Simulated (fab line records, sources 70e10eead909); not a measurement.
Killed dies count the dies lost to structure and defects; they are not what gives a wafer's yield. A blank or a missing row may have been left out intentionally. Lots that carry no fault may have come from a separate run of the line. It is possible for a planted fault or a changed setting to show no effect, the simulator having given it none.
fab line records	flow nandHarc	part 2 of 2: steps 5 to 6 of 6
record: lots: 23	wafers: 69	lastDay: 24
route steps=1159 shown A_CHANNEL_FILL_D1@517 A_STAIRCASE@547
lots with no fault: from the same line, run without faults
startH: hours from the record's first day to the start of the lot's first wafer shown	waitH: how many hours have passed since the lot's step before this one	" same as the row above	L1.1+2: a row that stands for several wafers	- no value, or no start was given	* or withheld: withheld	< > ~ a bound
route shown NAME@n: a module of which the file shows steps, and the number in the route of the first	usual: the fault-free wafers' mean and standard deviation	same: alike in all rows	chamber/n: place in a boat	sites: the reading at each site	_std_site: their standard deviation	_edge_site: outer sites' mean less inner sites'	radiusMm: how far each site lies from the wafer's centre	mask NAME#n: copy n	behind: the last tool/chamber to shape the wafer	hold: why the lot went on hold/how many hours it stayed there/how the hold came to an end	device: names the non-switching transistor (n, p or np)	end of line: tests of these same wafers at the route's end	a step without rows: its recipe alone	killed: at the first sort, the dies lost to defects and structure; wafer yield is something else	map: a wafer's dies, marking killed ones x, the rest . and places with no die _
set.NAME: the setting as run; set.NAME@STEP: as run at that earlier step	model.NAME: the simulator's own value behind a step, which no gauge read
steps of the route over a sample of lots; a table a step, a row a wafer
services: when a tool's chamber went out of use (startH, in hours from the record's first day, below 0 if earlier), for how many hours, and the reason
== steps ==
step: NHARC_A_STAIRCASE_STRIP_175
recipe: powerW: 1500	tempC: 250	chemistry: O2
usual: drypumpMotorCurrentA: 5.60/0.28	heaterPowerW: 317/25	rfReflPowerW: 20/5.5	tempC: 250.02/0.18
lot.wafer	tool	chamber	startH	waitH	drypumpMotorCurrentA	heaterPowerW	rfHoursCounterH	rfReflPowerW	tempC
L074.1	plasmaAsher-01	1	236.17	0.1	5.53	342	46	-	249.90
L074.3	"	1	"	"	5.49	343	-	-	249.80
L074.5	"	1	"	"	5.51	341	-	-	249.93
L076.2	plasmaAsher-01	1	247.28	0.2	5.51	351	51	12	249.92
L076.4	"	0	"	"	6.01	291	-	25	250.27
L076.3	"	1	"	"	5.54	348	-	12	249.95
L075.2	plasmaAsher-01	0	247.51	0.3	6.02	291	51	24	249.68
L075.1	"	1	"	"	5.51	359	51	12	249.52
L075.3	"	1	"	"	5.52	343	-	12	249.80
L077.1	plasmaAsher-02	0	256.30	0.1	5.41	306	18	19	250.23
L077.5	"	0	"	"	5.44	294	-	19	250.37
L077.6	"	1	"	"	5.26	331	-	25	250.20
L078.4	plasmaAsher-01	0	262.79	0.2	6.00	293	-	-	250.09
L078.6	"	1	"	"	5.51	352	-	-	250.30
L078.5	"	0	"	"	6.00	279	-	-	250.05
L079.1	plasmaAsher-01	1	264.52	0.1	5.55	336	58	12	250.09
L079.2	"	0	"	"	5.97	288	58	24	249.93
L079.3	"	1	"	"	5.53	357	-	12	250.07
L080.1	plasmaAsher-02	1	275.74	0.1	5.25	335	24	25	249.71
L080.4	"	0	"	"	5.43	300	-	20	250.00
L080.5	"	0	"	"	5.46	302	-	21	250.01
L081.1	plasmaAsher-01	0	275.82	0.1	6.02	287	60	24	249.76
L081.4	"	1	"	"	5.51	349	-	12	250.29
L081.3	"	0	"	"	6.02	284	-	25	249.88
L082.3	plasmaAsher-01	0	290.83	0.2	5.98	295	-	24	250.03
L082.4	"	1	"	"	5.51	349	-	13	249.91
L082.6	"	0	"	"	5.98	279	-	25	250.02
L083.4	plasmaAsher-01	0	291.39	0.2	6.02	291	-	-	250.10
L083.3	"	1	"	"	5.51	347	-	-	249.85
L083.6	"	1	"	"	5.49	351	-	-	249.93
L085.2	plasmaAsher-01	1	323.60	0.2	5.52	336	10	12	250.13
L085.4	"	1	"	"	5.52	336	-	12	250.23
L085.6	"	0	"	"	5.99	286	-	25	249.90
L084.1	plasmaAsher-02	0	323.78	0.1	5.46	307	40	19	250.10
L084.6	"	0	"	"	5.39	306	-	19	249.86
L084.5	"	1	"	"	5.23	326	-	25	250.34
L088.2	plasmaAsher-02	1	324.16	0.1	5.26	336	40	26	250.19
L088.4	"	0	"	"	5.40	304	-	18	249.94
L088.6	"	1	"	"	5.26	324	-	26	249.94
L087.3	plasmaAsher-02	1	324.49	0.3	5.25	329	-	27	250.09
L087.4	"	0	"	"	5.43	310	-	19	250.22
L087.5	"	1	"	"	5.26	336	-	25	249.79
L086.1	plasmaAsher-01	1	324.53	0.3	5.50	344	11	13	249.97
L086.4	"	0	"	"	6.00	291	-	25	250.32
L086.6	"	0	"	"	6.03	290	-	24	249.96
L089.1	plasmaAsher-01	1	328.60	0.1	5.52	349	12	12	249.75
L089.2	"	0	"	"	6.00	285	12	24	250.12
L089.4	"	1	"	"	5.50	347	-	12	249.99
L090.1	plasmaAsher-02	0	329.67	0.1	5.45	304	42	19	250.19
L090.2	"	1	"	"	5.26	336	42	25	249.97
L090.6	"	0	"	"	5.42	304	-	18	250.14
L091.1	plasmaAsher-01	0	331.46	0.1	5.98	290	13	-	249.81
L091.6	"	0	"	"	6.00	291	-	-	250.00
L091.5	"	1	"	"	5.52	347	-	-	249.88
L092.2	plasmaAsher-01	1	340.91	0.1	5.51	346	19	12	250.27
L092.4	"	0	"	"	6.01	288	-	25	249.97
L092.3	"	1	"	"	5.51	344	-	12	250.34
L093.2	plasmaAsher-02	1	341.12	0.1	5.26	340	49	25	250.09
L093.1	"	0	"	"	5.41	303	49	20	249.70
L093.3	"	0	"	"	5.44	296	-	20	249.77
L094.1	plasmaAsher-02	0	354.13	0.1	5.38	303	52	20	250.18
L094.2	"	1	"	"	5.27	330	52	25	249.72
L094.6	"	0	"	"	5.43	299	-	20	250.01
L096.2	plasmaAsher-01	1	368.76	0.1	5.52	355	27	12	250.23
L096.5	"	1	"	"	5.53	337	-	12	250.24
L096.6	"	0	"	"	6.02	286	-	25	249.79
L095.2	plasmaAsher-02	0	369.20	0.1	5.44	313	0	17	250.14
L095.1	"	1	"	"	5.26	335	0	25	250.05
L095.3	"	0	"	"	5.43	318	-	20	250.19
step: NHARC_A_STAIRCASE_TRIM_193
recipe: timeS: 211.2	o2FlowSccm: 500	arFlowSccm: 0	biasW: 0	chemistry: O2
usual: drypumpMotorCurrentA: 5.8/0.49	oesProductAu: 1.000/0.0082	rfVppV: 57.7/0.89	showerheadPlenumPTorr: 3.48/0.14	throttleValvePct: 17.036/0.0081
lot.wafer	tool	chamber	startH	waitH	drypumpMotorCurrentA	oesProductAu	rfHoursCounterH	rfVppV	showerheadPlenumPTorr	throttleValvePct
L074.1	rieDiel-01	0	-	-	6.2	0.993	31	59.3	3.63	17.037
L074.3	"	1	"	"	5.1	0.981	34	57.9	3.71	17.044
L074.5	"	3	"	"	5.7	0.990	-	58.0	3.56	17.032
L076.4	rieDiel-13	3	-	-	5.4	0.998	45	58.1	3.30	17.038
L076.3	"	1	"	"	6.5	1.004	58	57.3	3.30	17.046
L076.2	"	2	"	"	6.3	0.998	56	56.9	3.45	17.020
L075.2	rieDiel-08	0	-	-	5.6	1.000	44	57.4	3.60	17.040
L075.1	"	1	"	"	5.7	0.998	39	57.8	3.44	17.052
L075.3	"	2	"	"	6.4	0.991	49	57.8	3.72	17.029
L077.1	rieDiel-13	3	-	-	5.4	0.994	48	56.2	3.29	17.036
L077.5	"	0	"	"	5.4	0.996	-	57.9	3.41	17.049
L077.6	"	1	"	"	6.5	0.996	-	57.7	3.30	17.037
L078.4	rieDiel-08	1	-	-	5.7	1.004	45	57.0	3.44	17.044
L078.6	"	3	"	"	5.0	1.006	-	58.5	3.37	17.018
L078.5	"	0	"	"	5.6	1.022	-	58.6	3.60	17.040
L079.2	rieDiel-08	3	-	-	5.0	0.999	55	58.4	3.37	17.045
L079.1	"	0	"	"	5.6	1.016	52	57.7	3.60	17.037
L079.3	"	2	"	"	6.3	1.005	56	58.2	3.71	17.036
L080.1	rieDiel-01	3	-	-	5.7	0.998	46	58.2	3.55	17.037
L080.4	"	0	"	"	6.2	0.990	45	57.9	3.63	17.032
L080.5	"	0	"	"	6.2	0.984	-	58.1	3.63	17.025
L081.3	rieDiel-01	1	-	-	5.1	0.989	48	59.5	3.70	17.044
L081.4	"	2	"	"	6.3	0.991	47	56.7	3.47	17.042
L081.1	"	0	"	"	6.2	0.992	46	57.9	3.63	17.043
L082.4	rieDiel-13	2	-	-	6.3	0.997	3	56.1	3.45	17.055
L082.3	"	0	"	"	5.4	1.003	3	57.3	3.41	17.029
L082.6	"	2	"	"	6.3	1.007	-	55.8	3.45	17.029
L083.3	rieDiel-01	2	-	-	6.3	0.999	54	57.2	3.46	17.033
L083.4	"	1	"	"	5.1	0.987	54	58.5	3.70	17.031
L083.6	"	2	"	"	6.3	0.988	-	57.6	3.46	17.031
L085.4	rieDiel-13	2	-	-	6.4	0.999	16	57.5	3.44	17.047
L085.2	"	3	"	"	5.3	0.994	15	57.9	3.28	17.043
L085.6	"	1	"	"	6.5	0.991	-	56.8	3.29	17.048
L084.1	rieDiel-13	0	-	-	5.4	0.998	13	57.9	3.40	17.036
L084.6	"	0	"	"	5.4	0.995	-	58.2	3.40	17.044
L084.5	"	1	"	"	6.4	0.991	-	57.5	3.29	17.035
L088.4	rieDiel-01	2	-	-	6.3	1.002	1	56.5	3.46	17.039
L088.2	"	1	"	"	5.1	0.992	1	59.6	3.69	17.038
L088.6	"	3	"	"	5.7	0.987	-	57.7	3.54	17.039
L087.4	rieDiel-13	0	-	-	5.4	0.990	14	57.5	3.40	17.037
L087.3	"	1	"	"	6.4	1.000	15	57.2	3.29	17.048
L087.5	"	0	"	"	5.4	1.003	-	58.2	3.40	17.028
L086.1	rieDiel-08	2	-	-	6.3	1.003	7	58.1	3.70	17.024
L086.4	"	2	"	"	6.3	1.004	-	58.3	3.70	17.037
L086.6	"	0	"	"	5.6	1.001	-	58.3	3.59	17.033
L089.1	rieDiel-01	0	-	-	6.2	0.999	3	57.3	3.62	17.038
L089.2	"	1	"	"	5.1	1.007	4	59.5	3.69	17.033
L089.4	"	3	"	"	5.7	1.001	4	56.9	3.54	17.031
L090.2	rieDiel-01	0	-	-	6.2	1.000	4	58.2	3.62	17.036
L090.1	"	2	"	"	6.3	1.004	5	57.8	3.46	17.031
L090.6	"	0	"	"	6.2	0.989	-	57.1	3.62	17.029
L091.1	rieDiel-01	1	-	-	5.1	0.994	6	57.8	3.69	17.048
L091.6	"	2	"	"	6.3	0.992	-	57.0	3.46	17.030
L091.5	"	3	"	"	5.7	1.008	-	58.1	3.54	17.041
L092.4	rieDiel-13	3	-	-	5.4	1.007	24	55.8	3.28	17.039
L092.3	"	0	"	"	5.4	1.000	22	57.5	3.40	17.032
L092.2	"	2	"	"	6.3	1.007	24	57.9	3.44	17.024
L093.2	rieDiel-08	2	-	-	6.3	1.013	18	57.3	3.69	17.041
L093.3	"	3	"	"	5.0	1.004	9	58.5	3.36	17.026
L093.1	"	0	"	"	5.6	1.015	15	57.5	3.58	17.022
L094.2	rieDiel-13	0	-	-	5.4	0.995	28	57.9	3.39	17.044
L094.1	"	3	"	"	5.3	0.994	28	57.4	3.28	17.033
L094.6	"	1	"	"	6.4	0.998	-	57.2	3.28	17.039
L096.2	rieDiel-08	2	-	-	6.3	0.984	24	58.8	3.69	17.047
L096.5	"	3	"	"	5.0	0.988	-	57.1	3.36	17.049
L096.6	"	0	"	"	5.6	1.003	-	58.7	3.58	17.045
L095.3	rieDiel-01	0	-	-	6.2	0.997	19	57.4	3.61	17.036
L095.1	"	1	"	"	5.1	1.000	16	58.4	3.68	17.033
L095.2	"	3	"	"	5.7	1.008	21	57.1	3.53	17.019
== services ==
tool	chamber	startH	hours	kind
rieDiel-13	0	206.42	-	clean
rieDiel-13	1	206.42	-	clean
rieDiel-13	2	206.42	-	clean
rieDiel-13	3	206.42	-	clean
rieDiel-13	3	216.17	14.1	repair
rieDiel-08	3	228.24	2.2	repair
rieDiel-13	0	230.92	-	clean
rieDiel-13	1	230.92	-	clean
rieDiel-13	2	230.92	-	clean
rieDiel-13	3	230.92	-	clean
rieDiel-01	-	233.41	0.3	repair
plasmaAsher-02	-	235.76	14.0	repair
rieDiel-13	0	255.42	-	clean
rieDiel-13	1	255.42	-	clean
rieDiel-01	3	255.91	4.9	repair
rieDiel-13	2	260.54	17.9	repair
plasmaAsher-02	-	268.01	1.1	repair
plasmaAsher-01	-	274.53	0.4	repair
rieDiel-13	-	276.21	9.0	pm
plasmaAsher-01	-	276.29	9.0	pm
rtpAnneal-02	-	300.00	12.0	pm
rieDiel-08	-	302.16	9.0	pm
rieDiel-01	-	314.85	9.0	pm
plasmaAsher-02	-	360.00	9.0	pm
